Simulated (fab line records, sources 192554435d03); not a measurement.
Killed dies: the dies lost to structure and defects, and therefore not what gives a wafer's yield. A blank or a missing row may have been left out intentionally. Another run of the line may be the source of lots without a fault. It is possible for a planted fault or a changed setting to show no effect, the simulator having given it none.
fab line records | flow n5Finfet
record: lots: 24 wafers: 72 lastDay: 18
route steps=1938 shown BEOL_M7@1300 BEOL_M8@1335
lots untouched by any fault: they come from a run of this same line in which no faults occurred
startH: hours from the record's opening day to when the first of the lot's shown wafers began | waitH: how many hours have passed since the lot's step before this one | " unchanged from the row above | L1.1+2: a row that stands for several wafers | - no value, or no start given | * or withheld: withheld | < > ~ a bound
route shown NAME@n: a module of which the file shows steps, and the number in the route of the first | usual: average and standard deviation across the fault-free wafers | same: alike in all rows | chamber/n: place in a boat | sites: per-site readings | _std_site: the standard deviation of these | _edge_site: outer sites' mean less inner sites' | radiusMm: for every site, how far away it sits from the centre of the wafer | mask NAME#n: copy n | behind: the most recent tool/chamber to have shaped the wafer | hold: why the lot went on hold/how many hours it stayed there/how the hold came to an end | device: which transistor (n, p or np) failed to switch | end of line: tests run on the same wafers once the route is complete | a step without rows: its recipe alone | killed: at the first sort, the dies lost to defects and structure; wafer yield is something else | map: per-die view of a wafer (x killed, . not killed, _ where there is no die)
set.NAME: the setting as run; set.NAME@STEP: as run at that earlier step | model.NAME: the simulator's own value behind a step, which no gauge read
route steps across a sampled set of lots; one table per step, one row per wafer
services: the hour from which a tool's chamber was out of use, counted from the record's first day as startH (under 0 if before that day), plus the number of hours and why
== steps ==
step: N5_BEOL_M7_ETCH_72
recipe: chemistry: N2/H2 target: underlayer targetDepthA: 65 maskMaterial: CAR-EUV timeS: 5.2 ionEnergyEv: 200 pressureMtorr: 30 sourceW: 840 biasW: 150 n2FlowSccm: 200 h2FlowSccm: 200 ends: cleared
usual: drypumpMotorCurrentA: 5.8/0.46 etchRfOnTimeS: 5.19/0.14 oesProductAu: 0.67/0.081 rfVppV: 524.9/2.3 showerheadPlenumPTorr: 2.58/0.075 throttleValvePct: 17.80/0.27
columns lot.wafer tool chamber startH waitH drypumpMotorCurrentA etchRfOnTimeS oesProductAu rfHoursCounterH rfVppV showerheadPlenumPTorr throttleValvePct
L074.1 rieDiel-02 2 191.43 0.0 6.6 5.18 0.76 26 524.4 2.61 17.55
L074.3 " 1 " " 5.4 5.08 0.72 67 523.3 2.58 17.49
L074.6 " 1 " " 5.4 5.02 0.73 - 525.8 2.58 17.52
L075.1 rieDiel-03 1 199.16 0.0 6.0 5.23 0.63 176 520.9 2.42 17.96
L075.4 " 3 " " 5.7 5.19 0.74 41 528.5 2.70 17.57
L075.5 " 0 " " 5.9 5.29 0.64 - 521.8 2.54 17.94
L076.2 rieDiel-04 2 216.85 0.0 5.7 5.20 0.62 166 526.0 2.63 18.10
L076.3 " 0 " " 5.6 5.26 0.60 195 522.9 2.50 18.07
L076.6 " 0 " " 5.6 5.32 0.60 - 524.5 2.50 18.06
L077.1 rieDiel-02 1 223.70 0.0 5.4 5.03 0.72 77 525.2 2.57 17.54
L077.2 " 2 " " 6.7 5.11 0.75 36 525.4 2.60 17.55
L077.4 " 3 " " 6.6 5.12 0.77 42 527.7 2.71 17.73
L080.2 rieDiel-04 0 226.12 0.0 5.6 5.32 0.60 197 521.4 2.50 18.07
L080.3 " 1 " " 6.3 5.34 0.61 204 525.2 2.63 17.59
L080.4 " 3 " " 5.7 4.92 0.86 8 526.2 2.62 17.33
L079.1 rieDiel-04 3 227.53 0.0 5.7 4.84 0.86 9 527.1 2.62 17.34
L079.3 " 1 " " 6.3 5.24 0.62 204 526.8 2.63 17.59
L079.5 " 3 " " 5.7 4.86 0.85 - 527.9 2.62 17.33
L078.1 rieDiel-04 3 232.29 0.0 5.7 4.95 0.85 10 524.8 2.62 17.36
L078.2 " 2 " " 5.7 5.27 0.61 169 527.4 2.62 18.07
L078.6 " 1 " " 6.3 5.37 0.61 - 525.6 2.63 17.59
L081.1 rieDiel-04 1 240.57 0.0 6.3 5.27 0.61 208 526.9 2.63 17.60
L081.3 " 2 " " 5.7 5.22 0.61 171 528.1 2.62 18.12
L081.6 " 2 " " 5.7 5.23 0.60 - 528.5 2.62 18.10
L083.3 rieDiel-02 2 245.39 0.0 6.6 5.16 0.75 42 523.3 2.60 17.57
L083.4 " 1 " " 5.4 5.05 0.72 83 524.5 2.57 17.54
L083.5 " 1 " " 5.4 5.00 0.71 - 524.9 2.57 17.56
L082.2 rieDiel-04 3 247.77 0.0 5.7 4.93 0.83 14 526.3 2.62 17.37
L082.3 " 2 " " 5.7 5.26 0.60 173 527.3 2.62 18.10
L082.6 " 0 " " 5.6 5.29 0.60 - 521.6 2.50 18.09
L084.1 rieDiel-02 1 255.79 0.0 5.4 5.03 0.71 87 523.4 2.57 17.52
L084.2 " 3 " " 6.6 5.05 0.75 51 530.9 2.70 17.77
L084.5 " 2 " " 6.6 5.18 0.73 - 524.8 2.60 17.57
L085.2 rieDiel-04 3 256.30 0.0 5.7 4.95 0.84 17 525.4 2.62 17.37
L085.5 " 1 " " 6.3 5.27 0.62 - 526.7 2.63 17.61
L085.6 " 2 " " 5.8 5.21 0.61 - 528.2 2.62 18.11
L086.1 rieDiel-03 1 275.75 0.0 6.0 5.21 0.62 197 520.1 2.41 17.95
L086.2 " 0 " " 5.9 5.30 0.63 189 524.9 2.53 17.96
L086.5 " 3 " " 5.6 5.19 0.72 - 530.1 2.69 17.60
L087.2 rieDiel-04 0 278.00 0.0 5.6 5.23 0.59 213 524.6 2.50 18.10
L087.4 " 2 " " 5.7 5.18 0.60 184 524.7 2.62 18.13
L087.6 " 1 " " 6.3 5.23 0.61 - 526.5 2.63 17.64
L088.1 rieDiel-04 3 280.50 0.0 5.7 4.87 0.81 25 524.0 2.61 17.37
L088.5 " 0 " " 5.6 5.22 0.60 - 522.2 2.50 18.09
L088.6 " 1 " " 6.3 5.32 0.60 - 525.8 2.62 17.66
L089.2 rieDiel-03 3 283.44 0.0 5.6 5.19 0.72 64 528.2 2.69 17.63
L089.4 " 0 " " 5.9 5.28 0.63 191 524.6 2.53 17.97
L089.6 " 1 " " 6.0 5.29 0.61 - 521.5 2.41 17.98
L091.4 rieDiel-03 0 285.30 0.0 5.9 5.37 0.62 192 522.1 2.53 17.95
L091.5 " 3 " " 5.6 5.30 0.71 - 528.1 2.69 17.61
L091.6 " 2 " " 5.1 5.43 0.64 - 524.8 2.53 17.87
L090.1 rieDiel-02 3 291.09 0.0 6.6 5.08 0.74 63 525.0 2.70 17.79
L090.2 " 1 " " 5.4 5.04 0.70 98 523.4 2.56 17.55
L090.6 " 3 " " 6.6 5.06 0.75 - 525.9 2.70 17.78
L092.1 rieDiel-04 0 299.80 0.0 5.6 5.28 0.59 219 523.7 2.49 18.09
L092.2 " 1 " " 6.3 5.33 0.61 226 526.9 2.62 17.64
L092.4 " 2 " " 5.7 5.27 0.60 191 527.6 2.62 18.12
L093.1 rieDiel-02 3 314.01 0.0 6.6 5.05 0.74 72 528.6 2.69 17.78
L093.3 " 2 " " 6.6 5.18 0.70 67 525.2 2.59 17.61
L093.4 " 0 " " 5.1 5.14 0.57 241 522.6 2.50 18.29
L095.2 rieDiel-03 1 320.67 0.0 6.0 5.26 0.61 214 519.9 2.40 18.01
L095.4 " 3 " " 5.6 5.17 0.71 78 528.2 2.68 17.65
L095.5 " 1 " " 6.0 5.34 0.60 - 521.2 2.40 18.04
L094.1 rieDiel-03 0 334.94 0.0 5.9 5.40 0.60 211 524.2 2.52 17.99
L094.3 " 1 " " 6.0 5.39 0.60 219 519.9 2.40 18.02
L094.6 " 0 " " 5.9 5.35 0.61 - 523.9 2.52 17.99
L096.1 rieDiel-02 2 340.57 0.0 6.6 5.15 0.70 78 523.6 2.59 17.64
L096.4 " 3 " " 6.6 5.10 0.71 - 528.7 2.69 17.82
L096.5 " 1 " " 5.4 5.07 0.68 - 522.7 2.56 17.59
L097.1 rieDiel-04 2 341.21 0.0 5.7 5.24 0.59 195 526.7 2.61 18.14
L097.4 " 1 " " 6.3 5.27 0.60 228 525.7 2.62 17.65
L097.6 " 1 " " 6.3 5.27 0.60 - 526.9 2.62 17.64
step: N5_BEOL_M7_TRENCH_ETCH_37
recipe: chemistry: C4F6/O2 targetDepthA: 934.78 target: SiCOH_lowk timeS: 31.2 ionEnergyEv: 250 pressureMtorr: 30 sourceW: 345 biasW: 185 Ar_flow_sccm: 300 C4F6_flow_sccm: 10 O2_flow_sccm: 10
usual: drypumpMotorCurrentA: 5.8/0.46 oes_o_777_au: 0.78/0.099 oesProductAu: 0.78/0.091 rfVppV: 667/14 showerheadPlenumPTorr: 2.88/0.075 throttleValvePct: 20.9/0.4
same: timeS: 31.2
columns lot.wafer tool chamber startH waitH drypumpMotorCurrentA oes_o_777_au oesProductAu rfHoursCounterH rfVppV showerheadPlenumPTorr throttleValvePct
L074.1 rieDiel-02 2 - - 6.6 0.87 0.90 26 680 2.90 20.4
L074.3 " 1 " " 5.4 0.82 0.86 67 661 2.87 20.5
L074.6 " 1 " " 5.4 0.82 0.84 - 660 2.87 20.5
L075.1 rieDiel-03 1 - - 6.0 0.75 0.73 176 637 2.72 21.1
L075.4 " 3 " " 5.6 0.91 0.87 41 645 3.02 20.7
L075.5 " 0 " " 5.9 0.73 0.74 - 663 2.85 21.0
L076.2 rieDiel-04 2 - - 5.7 0.71 0.72 166 683 2.96 21.3
L076.3 " 0 " " 5.6 0.70 0.71 195 673 2.84 21.4
L076.6 " 0 " " 5.6 0.71 0.71 - 671 2.84 21.4
L077.1 rieDiel-02 1 - - 5.4 0.81 0.83 77 661 2.87 20.5
L077.2 " 2 " " 6.6 0.85 0.88 36 681 2.90 20.4
L077.4 " 3 " " 6.6 0.91 0.89 42 675 3.01 20.8
L080.2 rieDiel-04 0 - - 5.6 0.70 0.71 197 672 2.84 21.4
L080.3 " 1 " " 6.3 0.72 0.72 204 682 2.93 20.6
L080.4 " 3 " " 5.8 1.01 0.99 9 660 2.89 20.2
L079.1 rieDiel-04 3 - - 5.8 1.01 0.99 9 662 2.89 20.2
L079.3 " 1 " " 6.3 0.72 0.72 205 681 2.93 20.6
L079.5 " 3 " " 5.7 1.00 0.99 - 663 2.89 20.2
L078.1 rieDiel-04 3 - - 5.7 1.01 0.99 10 661 2.89 20.2
L078.2 " 2 " " 5.7 0.71 0.72 169 683 2.96 21.3
L078.6 " 1 " " 6.3 0.72 0.73 - 683 2.93 20.6
L081.1 rieDiel-04 1 - - 6.3 0.71 0.71 208 680 2.93 20.6
L081.3 " 2 " " 5.7 0.71 0.72 171 683 2.96 21.3
L081.6 " 2 " " 5.7 0.71 0.72 - 684 2.96 21.3
L083.3 rieDiel-02 2 - - 6.6 0.85 0.87 42 682 2.89 20.4
L083.4 " 1 " " 5.4 0.79 0.82 83 659 2.86 20.6
L083.5 " 1 " " 5.4 0.79 0.83 - 660 2.86 20.5
L082.2 rieDiel-04 3 - - 5.7 0.99 0.97 15 661 2.88 20.2
L082.3 " 2 " " 5.7 0.71 0.72 173 683 2.96 21.3
L082.6 " 0 " " 5.6 0.70 0.70 - 671 2.84 21.4
L084.1 rieDiel-02 1 - - 5.4 0.79 0.81 87 662 2.86 20.5
L084.2 " 3 " " 6.6 0.89 0.89 51 674 3.01 20.9
L084.5 " 2 " " 6.6 0.84 0.86 - 681 2.89 20.4
L085.2 rieDiel-04 3 - - 5.7 0.98 0.96 17 662 2.88 20.2
L085.5 " 1 " " 6.3 0.71 0.71 - 683 2.93 20.6
L085.6 " 2 " " 5.7 0.70 0.71 - 682 2.95 21.3
L086.1 rieDiel-03 1 - - 6.0 0.74 0.73 197 637 2.71 21.1
L086.2 " 0 " " 5.9 0.71 0.74 189 662 2.84 21.0
L086.5 " 3 " " 5.6 0.87 0.85 - 644 3.01 20.7
L087.2 rieDiel-04 0 - - 5.6 0.69 0.70 213 670 2.83 21.4
L087.4 " 2 " " 5.7 0.71 0.71 184 682 2.95 21.3
L087.6 " 1 " " 6.3 0.71 0.72 - 681 2.93 20.6
L088.1 rieDiel-04 3 - - 5.7 0.96 0.95 25 661 2.88 20.2
L088.5 " 0 " " 5.6 0.69 0.70 - 671 2.83 21.4
L088.6 " 1 " " 6.3 0.70 0.71 - 680 2.93 20.6
L089.2 rieDiel-03 3 - - 5.6 0.86 0.84 64 645 3.01 20.7
L089.4 " 0 " " 5.9 0.71 0.73 191 662 2.84 21.0
L089.6 " 1 " " 6.0 0.74 0.72 - 637 2.71 21.1
L091.4 rieDiel-03 0 - - 6.0 0.70 0.73 192 661 2.84 21.0
L091.5 " 3 " " 5.7 0.86 0.83 - 645 3.01 20.8
L091.6 " 2 " " 5.0 0.78 0.77 - 655 2.85 21.1
L090.1 rieDiel-02 3 - - 6.6 0.87 0.86 63 675 3.00 20.9
L090.2 " 1 " " 5.4 0.78 0.81 98 659 2.86 20.6
L090.6 " 3 " " 6.6 0.87 0.86 - 673 3.00 20.8
L092.1 rieDiel-04 0 - - 5.6 0.68 0.69 220 672 2.83 21.4
L092.2 " 1 " " 6.3 0.70 0.71 226 682 2.92 20.6
L092.4 " 2 " " 5.7 0.69 0.70 191 684 2.95 21.3
L093.1 rieDiel-02 3 - - 6.6 0.87 0.85 72 673 3.00 20.9
L093.3 " 2 " " 6.7 0.82 0.83 67 680 2.88 20.4
L093.4 " 0 " " 5.1 0.66 0.68 241 671 2.81 21.4
L095.2 rieDiel-03 1 - - 6.0 0.73 0.71 214 637 2.70 21.1
L095.4 " 3 " " 5.6 0.85 0.83 78 645 3.00 20.8
L095.5 " 1 " " 6.0 0.73 0.71 - 637 2.70 21.1
L094.1 rieDiel-03 0 - - 5.9 0.69 0.72 211 662 2.83 21.1
L094.3 " 1 " " 6.0 0.72 0.70 219 636 2.70 21.1
L094.6 " 0 " " 5.9 0.70 0.71 - 661 2.83 21.0
L096.1 rieDiel-02 2 - - 6.6 0.80 0.82 78 680 2.88 20.5
L096.4 " 3 " " 6.5 0.85 0.83 - 673 2.99 20.9
L096.5 " 1 " " 5.4 0.76 0.80 - 662 2.85 20.6
L097.1 rieDiel-04 2 - - 5.7 0.69 0.71 195 684 2.95 21.4
L097.4 " 1 " " 6.3 0.70 0.71 228 681 2.92 20.6
L097.6 " 1 " " 6.3 0.70 0.71 - 681 2.92 20.6
step: N5_BEOL_M7_RS_MEAS_57
recipe: thkMeasGauge: four-point-probe reads: Cu_of_BEOL_M7_ECD_50+Co_of_BEOL_M7_CVD_78+TaN_of_BEOL_M7_ALD_77
usual: M7_RS: 0.289/0.0099
columns lot.wafer tool chamber startH waitH M7_RS[ohm/sq]
L074.1 filmMetro-01 - 194.29 0.1 0.287
L074.3 " - " " 0.277
L074.6 " - " " 0.285
L075.1 filmMetro-02 - 202.67 0.1 0.308
L075.4 " - " " 0.296
L075.5 " - " " 0.300
L076.2 filmMetro-02 - 220.93 0.1 0.295
L076.3 " - " " 0.296
L076.6 " - " " 0.298
L077.1 filmMetro-01 - 227.07 0.1 0.283
L077.2 " - " " 0.288
L077.4 " - " " 0.285
L080.2 filmMetro-02 - 229.80 0.1 0.298
L080.3 " - " " 0.299
L080.4 " - " " 0.271
L079.1 filmMetro-02 - 234.19 0.1 0.276
L079.3 " - " " 0.298
L079.5 " - " " 0.274
L078.1 filmMetro-02 - 234.98 0.1 0.264
L078.2 " - " " 0.294
L078.6 " - " " 0.294
L081.1 filmMetro-02 - 243.99 0.1 0.292
L081.3 " - " " 0.285
L081.6 " - " " 0.289
L083.3 filmMetro-02 - 248.09 0.1 0.273
L083.4 " - " " 0.275
L083.5 " - " " 0.276
L082.2 filmMetro-01 - 250.66 0.1 0.265
L082.3 " - " " 0.274
L082.6 " - " " 0.291
L084.1 filmMetro-01 - 258.77 0.1 0.273
L084.2 " - " " 0.278
L084.5 " - " " 0.289
L085.2 filmMetro-01 - 262.33 0.1 0.283
L085.5 " - " " 0.296
L085.6 " - " " 0.288
L086.1 filmMetro-02 - 279.89 0.1 0.296
L086.2 " - " " 0.292
L086.5 " - " " 0.280
L087.2 filmMetro-01 - 281.17 0.1 0.299
L087.4 " - " " 0.287
L087.6 " - " " 0.293
L088.1 filmMetro-01 - 284.94 0.1 0.284
L088.5 " - " " 0.300
L088.6 " - " " 0.295
L089.2 filmMetro-02 - 286.99 0.1 0.291
L089.4 " - " " 0.301
L089.6 " - " " 0.299
L091.4 filmMetro-02 - 289.70 0.0 0.300
L091.5 " - " " 0.295
L091.6 " - " " 0.306
L090.1 filmMetro-02 - 295.02 0.1 0.283
L090.2 " - " " 0.279
L090.6 " - " " 0.290
L092.1 filmMetro-02 - 303.02 0.1 0.285
L092.2 " - " " 0.289
L092.4 " - " " 0.278
L093.1 filmMetro-01 - 316.95 0.1 0.280
L093.3 " - " " 0.287
L093.4 " - " " 0.277
L095.2 filmMetro-02 - 324.42 0.1 0.302
L095.4 " - " " 0.283
L095.5 " - " " 0.302
L094.1 filmMetro-02 - 340.33 0.1 0.296
L094.3 " - " " 0.304
L094.6 " - " " 0.300
L096.1 filmMetro-02 - 351.06 0.1 0.293
L096.4 " - " " 0.286
L096.5 " - " " 0.282
L097.1 filmMetro-01 - 352.11 0.1 0.277
L097.4 " - " " 0.300
L097.6 " - " " 0.288
step: N5_BEOL_M8_PECVD_70
recipe: material: SiO2 targetThkA: 200 tempC: 400 precursor: TEOS/O2 pressureTorr: 5.5 rfW: 450 teosFlowSccm: 53.8 gas: O2 flowSccm: 3000 timeS: 22.7
usual: chamberPressureTorr: 5.499/0.013 heaterPowerOuterW: 474/61 heaterPowerW: 813/92 showerheadPlenumPTorr: 8.76/0.063 throttleValvePct: 22.5/0.7
same: timeS: 22.7
columns lot.wafer tool chamber startH waitH chamberPressureTorr heaterPowerOuterW heaterPowerW showerheadPlenumPTorr throttleValvePct
L074.1 pecvd-02 0 194.96 0.0 5.519 472 770 8.79 22.6
L074.3 " 2 " " 5.513 505 861 8.74 21.0
L074.6 " 1 " " 5.495 612 978 8.85 22.8
L075.1 pecvd-02 2 203.35 0.0 5.480 481 827 8.76 21.3
L075.4 " 0 " " 5.487 434 707 8.77 22.5
L075.5 " 2 " " 5.511 477 828 8.76 21.5
L076.2 pecvd-04 2 221.61 0.0 5.482 491 879 8.67 23.2
L076.3 " 1 " " 5.495 381 717 8.72 21.8
L076.6 " 0 " " 5.501 492 862 8.77 22.8
L077.1 pecvd-04 0 227.75 0.0 5.507 517 868 8.77 22.9
L077.2 " 2 " " 5.500 512 914 8.66 23.0
L077.4 " 2 " " 5.496 524 901 8.65 23.0
L080.2 pecvd-02 0 230.50 0.0 5.479 413 698 8.82 22.8
L080.3 " 1 " " 5.506 536 905 8.85 22.5
L080.4 " 0 " " 5.488 419 684 8.79 22.6
L079.1 pecvd-04 0 234.87 0.0 5.506 552 954 8.78 23.1
L079.3 " 2 " " 5.510 501 870 8.65 23.3
L079.5 " 1 " " 5.525 419 786 8.73 21.6
L078.1 pecvd-04 2 235.66 0.0 5.504 452 799 8.66 23.3
L078.2 " 1 " " 5.492 402 709 8.70 21.5
L078.6 " 2 " " 5.493 445 818 8.66 23.0
L081.1 pecvd-02 1 244.66 0.0 5.478 469 766 8.83 22.9
L081.3 " 2 " " 5.530 449 785 8.78 21.1
L081.6 " 1 " " 5.503 472 799 8.86 22.4
L083.3 pecvd-01 2 248.77 0.0 5.495 489 847 8.81 21.6
L083.4 " 2 " " 5.492 492 816 8.82 21.7
L083.5 " 1 " " 5.492 367 638 8.69 22.1
L082.2 pecvd-01 0 251.34 0.0 5.508 427 729 8.74 23.1
L082.3 " 1 " " 5.525 375 661 8.70 22.2
L082.6 " 2 " " 5.490 512 859 8.83 21.7
L084.1 pecvd-04 0 259.45 0.0 5.493 546 958 8.79 22.8
L084.2 " 2 " " 5.500 474 862 8.64 23.0
L084.5 " 0 " " 5.511 549 932 8.76 22.7
L085.2 pecvd-04 2 263.22 0.0 5.493 490 879 8.66 23.4
L085.5 " 1 " " 5.503 427 749 8.70 21.9
L085.6 " 0 " " 5.509 525 945 8.77 23.0
L086.1 pecvd-01 1 280.57 0.0 5.489 347 582 8.69 22.3
L086.2 " 2 " " 5.503 488 832 8.84 21.6
L086.5 " 2 " " 5.497 509 863 8.82 21.8
L087.2 pecvd-04 0 281.88 0.0 5.503 508 890 8.78 23.4
L087.4 " 2 " " 5.497 454 825 8.67 23.5
L087.6 " 0 " " 5.498 498 914 8.77 23.0
L088.1 pecvd-04 1 285.62 0.0 5.488 438 761 8.75 21.6
L088.5 " 2 " " 5.513 482 861 8.64 23.1
L088.6 " 0 " " 5.498 543 943 8.77 22.8
L089.2 pecvd-04 1 287.67 0.0 5.504 396 731 8.72 21.6
L089.4 " 0 " " 5.502 485 843 8.77 23.1
L089.6 " 1 " " 5.516 411 720 8.73 21.7
L091.4 pecvd-02 0 290.40 0.1 5.484 420 689 8.81 22.8
L091.5 " 2 " " 5.523 451 786 8.77 21.5
L091.6 " 1 " " 5.513 588 926 8.85 22.4
L090.1 pecvd-04 2 295.70 0.0 5.495 509 899 8.66 23.6
L090.2 " 0 " " 5.495 566 947 8.76 22.7
L090.6 " 0 " " 5.505 557 953 8.79 23.3
L092.1 pecvd-02 0 303.70 0.0 5.477 457 715 8.81 22.8
L092.2 " 1 " " 5.500 555 910 8.86 22.4
L092.4 " 1 " " 5.497 565 904 8.85 22.6
L093.1 pecvd-02 1 317.63 0.0 5.478 521 863 8.84 22.8
L093.3 " 0 " " 5.508 458 740 8.81 22.9
L093.4 " 2 " " 5.522 576 925 8.77 21.0
L095.2 pecvd-02 0 325.09 0.0 5.477 416 668 8.84 22.7
L095.4 " 2 " " 5.512 533 877 8.79 21.3
L095.5 " 1 " " 5.498 592 944 8.84 22.6
L094.1 pecvd-02 1 341.00 0.0 5.496 473 748 8.87 22.7
L094.3 " 0 " " 5.516 464 737 8.83 22.6
L094.6 " 0 " " 5.512 477 748 8.83 22.7
L096.1 pecvd-01 2 351.75 0.0 5.502 502 844 8.81 21.8
L096.4 " 2 " " 5.494 492 822 8.82 22.1
L096.5 " 1 " " 5.521 385 645 8.70 22.2
L097.1 pecvd-04 2 352.79 0.0 5.505 409 773 8.65 23.6
L097.4 " 2 " " 5.491 417 786 8.67 23.6
L097.6 " 0 " " 5.483 509 862 8.78 23.2
step: N5_BEOL_M8_INSPECT_13
recipe: mode: adi inspectInstrument: brightfield
usual: rawDefectCount: 367/93
columns lot.wafer tool chamber startH waitH rawDefectCount
L074.1 defectInspect-01 - 196.26 0.0 401
L074.3 " - " " 329
L074.6 " - " " 268
L075.1 defectInspect-02 - 205.39 0.0 764
L075.4 " - " " 396
L075.5 " - " " 340
L076.2 defectInspect-01 - 222.75 0.0 288
L076.3 " - " " 392
L076.6 " - " " 301
L077.1 defectInspect-01 - 228.77 0.0 417
L077.2 " - " " 590
L077.4 " - " " 529
L080.2 defectInspect-02 - 233.69 0.0 298
L080.3 " - " " 315
L080.4 " - " " 341
L079.1 defectInspect-02 - 237.42 0.2 359
L079.3 " - " " 426
L079.5 " - " " 584
L078.1 defectInspect-02 - 237.44 0.1 374
L078.2 " - " " 312
L078.6 " - " " 585
L081.1 defectInspect-01 - 246.73 0.0 301
L081.3 " - " " 405
L081.6 " - " " 419
L083.3 defectInspect-01 - 249.91 0.0 313
L083.4 " - " " 274
L083.5 " - " " 316
L082.2 defectInspect-01 - 254.08 0.0 270
L082.3 " - " " 189
L082.6 " - " " 429
L084.1 defectInspect-02 - 262.51 0.0 406
L084.2 " - " " 548
L084.5 " - " " 350
L085.2 defectInspect-01 - 263.84 0.0 322
L085.5 " - " " 323
L085.6 " - " " 287
L086.1 defectInspect-02 - 281.28 0.0 372
L086.2 " - " " 382
L086.5 " - " " 459
L087.2 defectInspect-01 - 283.58 0.0 314
L087.4 " - " " 313
L087.6 " - " " 258
L088.1 defectInspect-02 - 287.96 0.0 401
L088.5 " - " " 471
L088.6 " - " " 285
L089.2 defectInspect-01 - 288.44 0.0 503
L089.4 " - " " 357
L089.6 " - " " 388
L091.4 defectInspect-01 - 291.83 0.0 336
L091.5 " - " " 313
L091.6 " - " " 339
L090.1 defectInspect-02 - 297.70 0.0 386
L090.2 " - " " 384
L090.6 " - " " 468
L092.1 defectInspect-02 - 305.16 0.0 304
L092.2 " - " " 350
L092.4 " - " " 358
L093.1 defectInspect-01 - 318.24 0.0 294
L093.3 " - " " 300
L093.4 " - " " 338
L095.2 defectInspect-01 - 328.34 0.0 242
L095.4 " - " " 243
L095.5 " - " " 213
L094.1 defectInspect-01 - 342.38 0.0 435
L094.3 " - " " 310
L094.6 " - " " 440
L096.1 defectInspect-01 - 352.24 0.0 252
L096.4 " - " " 273
L096.5 " - " " 314
L097.1 defectInspect-01 - 354.00 0.0 275
L097.4 " - " " 298
L097.6 " - " " 337
step: N5_BEOL_M8_INSPECT_30
recipe: mode: adi inspectInstrument: brightfield
usual: rawDefectCount: 383/90
columns lot.wafer tool chamber startH waitH rawDefectCount
L074.1 defectInspect-02 - 198.93 0.1 488
L074.3 " - " " 389
L074.6 " - " " 343
L075.1 defectInspect-01 - 206.86 0.1 668
L075.4 " - " " 326
L075.5 " - " " 270
L076.2 defectInspect-02 - 224.09 0.0 343
L076.3 " - " " 505
L076.6 " - " " 392
L077.1 defectInspect-02 - 232.39 0.1 524
L077.2 " - " " 709
L077.4 " - " " 646
L080.2 defectInspect-01 - 236.23 0.0 235
L080.3 " - " " 264
L080.4 " - " " 282
L078.1 defectInspect-02 - 239.72 0.1 356
L078.2 " - " " 310
L078.6 " - " " 561
L079.1 defectInspect-01 - 240.67 0.1 292
L079.3 " - " " 330
L079.5 " - " " 481
L081.1 defectInspect-01 - 248.35 0.1 307
L081.3 " - " " 425
L081.6 " - " " 410
L083.3 defectInspect-02 - 252.93 0.0 390
L083.4 " - " " 339
L083.5 " - " " 389
L082.2 defectInspect-02 - 255.19 0.0 310
L082.3 " - " " 228
L082.6 " - " " 529
L084.1 defectInspect-01 - 265.00 0.1 329
L084.2 " - " " 444
L084.5 " - " " 304
L085.2 defectInspect-01 - 266.22 0.0 300
L085.5 " - " " 310
L085.6 " - " " 276
L086.1 defectInspect-02 - 282.79 0.1 423
L086.2 " - " " 391
L086.5 " - " " 446
L087.2 defectInspect-01 - 284.68 0.0 312
L087.4 " - " " 325
L087.6 " - " " 260
L089.2 defectInspect-01 - 290.59 0.0 527
L089.4 " - " " 356
L089.6 " - " " 400
L088.1 defectInspect-02 - 290.76 0.1 433
L088.5 " - " " 469
L088.6 " - " " 297
L091.4 defectInspect-02 - 293.68 0.0 429
L091.5 " - " " 431
L091.6 " - " " 408
L090.1 defectInspect-02 - 299.63 0.1 368
L090.2 " - " " 363
L090.6 " - " " 441
L092.1 defectInspect-02 - 308.53 0.1 317
L092.2 " - " " 377
L092.4 " - " " 352
L093.1 defectInspect-02 - 320.25 0.1 358
L093.3 " - " " 340
L093.4 " - " " 445
L095.2 defectInspect-02 - 330.93 0.0 282
L095.4 " - " " 338
L095.5 " - " " 263
L094.1 defectInspect-01 - 344.82 0.1 419
L094.3 " - " " 304
L094.6 " - " " 419
L096.1 defectInspect-01 - 353.35 0.1 254
L096.4 " - " " 264
L096.5 " - " " 315
L097.1 defectInspect-02 - 354.93 0.1 331
L097.4 " - " " 369
L097.6 " - " " 431
== services ==
columns tool chamber startH hours kind
pecvd-02 - 174.89 0.7 repair
rieDiel-03 2 175.88 5.3 repair
pecvd-01 - 178.63 6.0 pm
rieDiel-04 3 179.20 - clean
rieDiel-04 3 179.20 - consumableReplace:focusRing
rieDiel-04 3 179.20 17.8 scheduledDown
rieDiel-04 3 179.20 17.8 ventCycle
pecvd-02 - 185.19 4.3 pm
rieDiel-02 3 190.09 4.6 repair
pecvd-01 2 207.56 17.3 repair
pecvd-04 1 222.69 5.5 scheduledDown
pecvd-04 0 228.15 2.1 scheduledDown
pecvd-02 1 234.64 2.1 scheduledDown
rieDiel-03 0 236.50 2.5 repair
rieDiel-04 1 264.02 3.2 repair
rieDiel-02 1 266.25 1.6 repair
pecvd-01 - 294.03 5.5 pm
rieDiel-04 - 301.12 28.1 pm
rieDiel-02 0 307.62 3.9 repair
rieDiel-02 0 333.52 - clean
rieDiel-02 0 333.52 - consumableReplace:focusRing
rieDiel-02 0 333.52 15.5 scheduledDown
rieDiel-02 0 333.52 15.5 ventCycle
pecvd-01 - 343.79 2.8 pm
== key ==
fault none
